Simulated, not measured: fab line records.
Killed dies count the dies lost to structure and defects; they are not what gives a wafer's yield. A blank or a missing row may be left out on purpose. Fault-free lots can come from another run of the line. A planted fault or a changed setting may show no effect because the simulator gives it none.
Chamber matching / flow n5 finfet / N5_BEOL_M2_ETCH_69 on rie diel-02: 4 sister chambers
The step etches SiARC in CF4, target depth 15.6 nm, time 26 s. 8 wafers are shown with their chamber, then 11 later ones without.

== WAFERS PAIRED WITH THEIR CHAMBERS ==
wafer=L076.3; chamber=1; showerhead plenum p Torr (Torr)=2.23; drypump motor current A (A)=5.4
wafer=L077.6; chamber=1; showerhead plenum p Torr (Torr)=2.23; drypump motor current A (A)=5.4
wafer=L081.1; chamber=0; showerhead plenum p Torr (Torr)=1.97; drypump motor current A (A)=6.3
wafer=L081.6; chamber=2; showerhead plenum p Torr (Torr)=2.11; drypump motor current A (A)=5.7
wafer=L084.1; chamber=3; showerhead plenum p Torr (Torr)=2.08; drypump motor current A (A)=6.0
wafer=L084.2; chamber=0; showerhead plenum p Torr (Torr)=1.97; drypump motor current A (A)=6.3
wafer=L084.4; chamber=3; showerhead plenum p Torr (Torr)=2.07; drypump motor current A (A)=6.0
wafer=L086.1; chamber=2; showerhead plenum p Torr (Torr)=2.11; drypump motor current A (A)=5.8

== WAFERS WITHOUT THEIR CHAMBER ==
wafer=L086.4; showerhead plenum p Torr (Torr)=2.22; drypump motor current A (A)=5.4
wafer=L086.6; showerhead plenum p Torr (Torr)=2.07; drypump motor current A (A)=6.0
wafer=L087.1; showerhead plenum p Torr (Torr)=2.07; drypump motor current A (A)=6.0
wafer=L087.4; showerhead plenum p Torr (Torr)=2.22; drypump motor current A (A)=5.4
wafer=L087.5; showerhead plenum p Torr (Torr)=2.07; drypump motor current A (A)=6.0
wafer=L096.2; showerhead plenum p Torr (Torr)=2.10; drypump motor current A (A)=5.8
wafer=L096.3; showerhead plenum p Torr (Torr)=2.21; drypump motor current A (A)=5.4
wafer=L096.5; showerhead plenum p Torr (Torr)=2.10; drypump motor current A (A)=5.8
wafer=L097.1; showerhead plenum p Torr (Torr)=1.96; drypump motor current A (A)=6.3
wafer=L097.3; showerhead plenum p Torr (Torr)=2.07; drypump motor current A (A)=6.0
wafer=L097.5; showerhead plenum p Torr (Torr)=2.07; drypump motor current A (A)=5.9

== EACH ONE'S CHAMBER ==
wafer=L086.4; from the rows above=1; in truth=1
wafer=L086.6; from the rows above=3; in truth=3
wafer=L087.1; from the rows above=3; in truth=3
wafer=L087.4; from the rows above=1; in truth=1
wafer=L087.5; from the rows above=3; in truth=3
wafer=L096.2; from the rows above=2; in truth=2
wafer=L096.3; from the rows above=1; in truth=1
wafer=L096.5; from the rows above=2; in truth=2
wafer=L097.1; from the rows above=0; in truth=0
wafer=L097.3; from the rows above=3; in truth=3
wafer=L097.5; from the rows above=3; in truth=3
Correctly placed: 11 of 11. Left unplaced by these rows: 0. Number placed wrongly: 0.
How it was worked out, from the rows above alone: a wafer's distance from a chamber is the root of the sum, over the readings, of the square of ((its reading less the chamber's mean) divided by the reading's scatter). The wafer belongs to the nearest chamber; if the next one is less than 2 further off, it can't be placed. For every chamber, the mean is computed from those of its wafers that are shown. The scatter: the root of (the sum of the squares of (reading less its chamber's mean) over the shown wafers, divided by (wafers less chambers)).
